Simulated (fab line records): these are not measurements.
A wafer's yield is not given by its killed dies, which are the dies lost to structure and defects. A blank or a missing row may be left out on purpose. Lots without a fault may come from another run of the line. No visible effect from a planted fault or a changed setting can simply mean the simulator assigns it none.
Matching of chambers -- flow nand-harc -- rie-diel-07 running NHARC_P_GATE_STRIP_108: 4 sister chambers
The step strips in O2. 8 wafers are shown with their chamber, then 7 later ones without.

## EACH WAFER AND ITS CHAMBER
wafer,chamber,showerhead-plenum-p-Torr (Torr),drypump-motor-current-A (A)
L548.1,0,3.33,5.68
L548.6,0,3.33,5.68
L554.6,2,3.62,5.69
L555.2,1,3.59,5.35
L555.4,3,3.31,5.86
L555.6,3,3.31,5.87
L563.2,2,3.61,5.71
L563.3,1,3.59,5.33

## WAFERS WITH NO CHAMBER GIVEN
wafer,showerhead-plenum-p-Torr (Torr),drypump-motor-current-A (A)
L563.5,3.61,5.70
L564.1,3.61,5.71
L564.5,3.61,5.69
L564.6,3.59,5.32
L565.1,3.59,5.37
L565.5,3.32,5.67
L565.6,3.59,5.37

## EACH ONE'S CHAMBER
wafer,from the rows above,in truth
L563.5,2,2
L564.1,2,2
L564.5,2,2
L564.6,1,1
L565.1,1,1
L565.5,0,0
L565.6,1,1
Correctly placed: 7 of 7. Can't be placed from these rows: 0. 0 placed wrongly.
How it was worked out, from the rows above alone: a wafer's distance from a chamber is the root of the sum, over the readings, of the square of ((its reading less the chamber's mean) divided by the reading's scatter). The wafer belongs to the nearest chamber; if the next one is less than 2 further off, it can't be placed. For every chamber, the mean is computed from those of its wafers that are shown. How the scatter is found: for the shown wafers, subtract from each reading the mean of its chamber, square and add these, divide the total by (wafers less chambers), then take the root.
